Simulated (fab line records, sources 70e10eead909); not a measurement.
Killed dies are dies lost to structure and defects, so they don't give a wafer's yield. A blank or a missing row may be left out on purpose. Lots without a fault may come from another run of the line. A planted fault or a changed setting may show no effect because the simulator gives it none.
Which tool did it? | flow nand_harc | 13 lots, 37 wafers sampled, at 5 steps of a route of 1159

WHAT THE GAUGES READ, wafer by wafer
NHARC_A_ZERO_WELL_CD_MEAS_10: target cd 2000 nm.
lot  | measured     | on        | cd_nm (nm)
L744 | day 6 16:21  | cd_sem-02 | 1999.5 2001.8 2002.4
L745 | day 7 03:33  | cd_sem-02 | 2000.3 2002.5 2000.2
L749 | day 7 15:32  | cd_sem-03 | 1999.6 2001.5 2001.2
L748 | day 7 16:51  | cd_sem-02 | 1999.0 2001.9 1999.7
L750 | day 7 23:35  | cd_sem-03 | 2000.9 1998.1 2001.2
L751 | day 8 00:05  | cd_sem-01 | 2001.3 2002.3 1999.8
L753 | day 8 14:19  | cd_sem-03 | 2000.3 1999.3 1999.0
L754 | day 9 04:58  | cd_sem-01 | 1999.1 2000.6 2000.3
L758 | day 10 02:04 | cd_sem-02 | 2002.7 2003.5
L759 | day 10 06:59 | cd_sem-02 | 2000.5 1997.3
L764 | day 11 04:56 | cd_sem-03 | 2002.0 2002.8 2000.1
L767 | day 12 01:49 | cd_sem-02 | 1998.5 2001.9 2001.6
L766 | day 12 06:39 | cd_sem-03 | 2002.8 1995.3 2000.3

NHARC_A_ONON_D1_THK_MEAS_05: measures by ellipsometry.
lot  | measured     | on            | thk_nm (nm)
L744 | day 7 17:32  | film_metro-02 | 991 989 988
L745 | day 8 03:49  | film_metro-02 | 998 998 999
L749 | day 8 15:08  | film_metro-02 | 987 987 988
L748 | day 8 15:16  | film_metro-02 | 1001 1002 999
L750 | day 8 23:05  | film_metro-02 | 995 996 996
L751 | day 8 23:05  | film_metro-02 | 1006 1006 1005
L753 | day 9 14:16  | film_metro-02 | 991 989 991
L754 | day 10 08:52 | film_metro-02 | 1005 1003 1004
L758 | day 11 01:28 | film_metro-01 | 1548 1015
L759 | day 11 06:38 | film_metro-01 | 1530 999
L764 | day 12 02:26 | film_metro-01 | 989 990 988
L767 | day 13 00:49 | film_metro-01 | 992 991 992
L766 | day 13 08:08 | film_metro-01 | 1004 1004 1004

NHARC_END_SORT_01.
lot  | measured     | on        | killed_at_array | killed_at_other | killed_at_periphery | killed_dies | killed_open | killed_short
L744 | day 19 04:53 | prober-02 | 16 13 14        | 1 0 0           | 3 2 7               | 20 15 21    | 4 2 6       | 2 4 2
L745 | day 19 18:46 | prober-02 | 21 36 38        | 0 0 0           | 5 3 6               | 26 39 44    | 0 3 6       | 3 3 2
L758 | day 22 02:53 | prober-02 | 671 25          | 3 2             | 3 1                 | 677 28      | 2 3         | 3 1
L759 | day 23 04:37 | prober-01 | 672 26          | 0 1             | 5 7                 | 677 34      | 3 4         | 2 2

WHICH TOOL RAN EACH LOT (tool, then ch and the chambers of the sampled wafers, then the start)
lot  | NHARC_A_ZERO_WELL_ETCH_19          | NHARC_A_ONON_D1_DEP_03
L744 | rie_diel-10 ch 0,3, day 6 16:37    | pecvd_onon-04 ch 0, day 7 17:08
L745 | rie_diel-06 ch 2,3, day 7 03:47    | pecvd_onon-03 ch 0, day 8 03:18
L749 | rie_diel-10 ch 0,1, day 7 15:49    | pecvd_onon-04 ch 0, day 8 14:38
L748 | rie_diel-13 ch 1,2, day 7 17:05    | pecvd_onon-02 ch 0, day 8 14:53
L750 | rie_diel-10 ch 1,3, day 7 23:50    | pecvd_onon-02 ch 0, day 8 22:41
L751 | rie_diel-06 ch 0,3, day 8 00:19    | pecvd_onon-03 ch 0, day 8 22:45
L753 | rie_diel-13 ch 0,2,3, day 8 14:34  | pecvd_onon-02 ch 0, day 9 13:48
L754 | rie_diel-10 ch 1,2, day 9 05:13    | pecvd_onon-03 ch 0, day 10 08:22
L758 | rie_diel-10 ch 0,3, day 10 02:22   | pecvd_onon-03 ch 0, day 11 01:01
L759 | rie_diel-13 ch 1,3, day 10 07:14   | pecvd_onon-03 ch 0, day 11 06:08
L764 | rie_diel-10 ch 2,3, day 11 05:11   | pecvd_onon-04 ch 0, day 12 01:59
L767 | rie_diel-06 ch 0,1,3, day 12 02:04 | pecvd_onon-04 ch 0, day 13 00:18
L766 | rie_diel-13 ch 0,1, day 12 06:53   | pecvd_onon-04 ch 0, day 13 07:37
- NHARC_A_ZERO_WELL_ETCH_19: etches the open film in N2/H2, target depth 80 nm, overetch 24 nm, time 87.88 s.
- NHARC_A_ONON_D1_DEP_03: target thk 1000 nm.

WHAT THE TOOLS THEMSELVES READ (means of the sampled wafers that have a number; where no wafer has one, the mark that the record gives instead)
NHARC_A_ZERO_WELL_ETCH_19.
lot  | tool        | drypump_motor_current_A (A) | h2_flow_sccm (sccm) | n2_flow_sccm (sccm) | oes_product_au (a.u.) | rf_vpp_V (V) | showerhead_plenum_p_Torr (Torr) | throttle_valve_pct (%)
L744 | rie_diel-10 | 5.8                         | 150.0               | 149.8               | 1.003                 | 429.6        | 2.01                            | 14.176
L745 | rie_diel-06 | 6.4                         | 150.0               | 150.1               | 0.991                 | 428.8        | 2.00                            | 14.168
L749 | rie_diel-10 | 5.7                         | 150.6               | 150.3               | 1.011                 | 429.4        | 2.03                            | 14.174
L748 | rie_diel-13 | 5.6                         | 149.6               | 150.3               | 1.001                 | 429.0        | 2.01                            | 14.181
L750 | rie_diel-10 | 5.3                         | 150.2               | 150.1               | 0.998                 | 428.5        | 1.95                            | 14.177
L751 | rie_diel-06 | 6.2                         | 150.0               | 150.3               | 0.987                 | 427.7        | 1.96                            | 14.172
L753 | rie_diel-13 | 5.5                         | 150.1               | 149.8               | 1.000                 | 430.7        | 2.06                            | 14.170
L754 | rie_diel-10 | 5.4                         | 150.0               | 149.9               | 1.002                 | 430.1        | 2.02                            | 14.172
L758 | rie_diel-10 | 6.0                         | 150.3               | 150.1               | 1.003                 | 430.2        | 2.04                            | 14.179
L759 | rie_diel-13 | 5.8                         | 149.9               | 150.1               | 1.005                 | 431.5        | 2.06                            | 14.171
L764 | rie_diel-10 | 5.6                         | 150.0               | 150.4               | 0.991                 | 431.0        | 2.07                            | 14.176
L767 | rie_diel-06 | 5.9                         | 150.5               | 150.2               | 0.995                 | 431.2        | 2.04                            | 14.177
L766 | rie_diel-13 | 5.8                         | 150.0               | 150.4               | 1.006                 | 432.4        | 2.09                            | 14.174

NHARC_A_ONON_D1_DEP_03.
lot  | tool          | n2_flow_sccm (sccm) | sih4_flow_sccm (sccm)
L744 | pecvd_onon-04 | 2745                | 210.1
L745 | pecvd_onon-03 | 2763                | 209.7
L749 | pecvd_onon-04 | 2747                | 210.5
L748 | pecvd_onon-02 | 2755                | 209.2
L750 | pecvd_onon-02 | 2755                | 210.4
L751 | pecvd_onon-03 | 2741                | 209.8
L753 | pecvd_onon-02 | 2755                | 209.8
L754 | pecvd_onon-03 | 2757                | 210.4
L758 | pecvd_onon-03 | 2751                | 209.8
L759 | pecvd_onon-03 | 2756                | 210.3
L764 | pecvd_onon-04 | 2747                | 210.4
L767 | pecvd_onon-04 | 2745                | 210.8
L766 | pecvd_onon-04 | 2752                | 209.8

THE ANSWER, worked out from the rows above alone
Rule: what is usual is taken from the lots themselves. Put in order of their means at a reading, lots are off if they are a third of the lots or fewer, leave a main group of 4 or more, and stand apart from it by a gap of 3 or more times the standard deviation of the main group's means; of several such gaps the widest counts. A main group whose means are all the same, to the digits that the tables above print for the reading, isn't used. A lot without any number at a reading at which 4 lots or more have one is off too. The other lots that the step has rows for count as sound. The gauges are gone through in route order, then the tools' own readings, and for those a lot's mean is taken as printed above. The first step at which some lot is off is used, and at that step the reading that is off furthest; a lot without a number counts as furthest.
Off: L758, L759, at NHARC_A_ONON_D1_THK_MEAS_05 (thk_nm). The main group: mean 996 nm, standard deviation 6.5.
A tool fits if, at a process step before that reading, it ran every lot that is off, and no sound lot after the first of them. The gauges at NHARC_A_ONON_D1_THK_MEAS_05 are tried like those tools. One fits: pecvd_onon-03 at NHARC_A_ONON_D1_DEP_03. Its last sound lot is L754 (day 10 08:22), its first lot that is off L758 (day 11 01:01): a fault that began between those two fits.

WHAT THE SIMULATOR HAD PUT IN
Process parameter drift: pecvd_onon-03, from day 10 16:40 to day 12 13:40, at NHARC_A_ONON_D1_DEP_03. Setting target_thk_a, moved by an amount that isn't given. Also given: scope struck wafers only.
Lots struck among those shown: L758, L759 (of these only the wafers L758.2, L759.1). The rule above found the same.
